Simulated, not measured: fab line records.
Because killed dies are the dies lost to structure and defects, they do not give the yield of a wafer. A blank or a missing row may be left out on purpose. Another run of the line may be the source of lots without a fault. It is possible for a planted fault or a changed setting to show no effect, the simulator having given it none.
2 desks, one fault | flow n5Finfet | each desk holds nothing but its own numbers, with what lay behind them at the end

== AT THE TOOL OWNER'S DESK: lithoTrack-02 ==
The tool's own readings at N5_BEOL_M12_COAT_58 (time 60 s, resist thk 89 nm): means of the sampled wafers that have a number, for each lot that ran on this tool. The brackets show how far a lot's mean lies from the usual mean; more than 4 standard deviations puts the lot out of limits, marked OUT.
Columns: A = chillPlateTempC at N5_BEOL_M12_COAT_58, usual 22.99 C; B = plateTempC at N5_BEOL_M12_COAT_58, usual 205.02 C; C = spinSpeedRpm at N5_BEOL_M12_COAT_58, usual 1500.1 rpm
lot  | first seen here | A     | B      | C
L795 | day 13 14:59    | 23.06 | 204.80 | 1499.8
L797 | day 14 04:49    | 23.04 | 205.00 | 1500.6
L798 | day 14 23:05    | 23.13 | 204.94 | 1232.3 (-99 or more) OUT
L800 | day 15 10:11    | 22.99 | 204.84 | 1231.8 (-99 or more) OUT
This desk's verdict: out of limits on L798, L800, starting with L798 at day 14 23:05 (spinSpeedRpm at N5_BEOL_M12_COAT_58). L795, L797: within limits.

== METROLOGY DESK ==
Lot by lot, what the gauges showed, no matter which tool ran the lot: averages of those sampled wafers that carry a number. The brackets show how far a lot's mean lies from the usual mean; more than 4 standard deviations puts the lot out of limits, marked OUT.
Columns: A = cdNm at N5_BEOL_M12_CD_MEAS_10, usual 140.0 nm
lot  | first seen here | A
L788 | day 11 14:32    | 139.7
L792 | day 12 05:05    | 139.8
L791 | day 13 01:56    | 140.5
L795 | day 13 15:22    | 140.0
L794 | day 13 22:46    | 140.4
L797 | day 14 05:13    | 139.4
L798 | day 14 23:22    | 138.5
L800 | day 15 10:27    | 140.8
L807 | day 16 17:34    | 139.1
L808 | day 16 21:06    | 140.3
L809 | day 17 15:01    | 140.9
This desk's verdict: no lot among the 11 shows anything out of limits.

== PUT TOGETHER ==
On L798, L800, at day 14 23:05, an alarm was possible from the tool owner's desk.
From the metrology desk's view, nothing was out of limits.
The metrology desk has L798, L800 on record, within its limits.
All the named lots went through N5_BEOL_M12_COAT_58 on lithoTrack-02.

== WHAT THE SIMULATOR HAD INSERTED ==
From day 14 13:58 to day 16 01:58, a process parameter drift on lithoTrack-02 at N5_BEOL_M12_COAT_58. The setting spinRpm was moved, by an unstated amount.
Lots struck among those shown: L798, L800.
How many hours passed from the start of the fault until each desk's first out-of-limits reading: the tool owner's desk, 9.
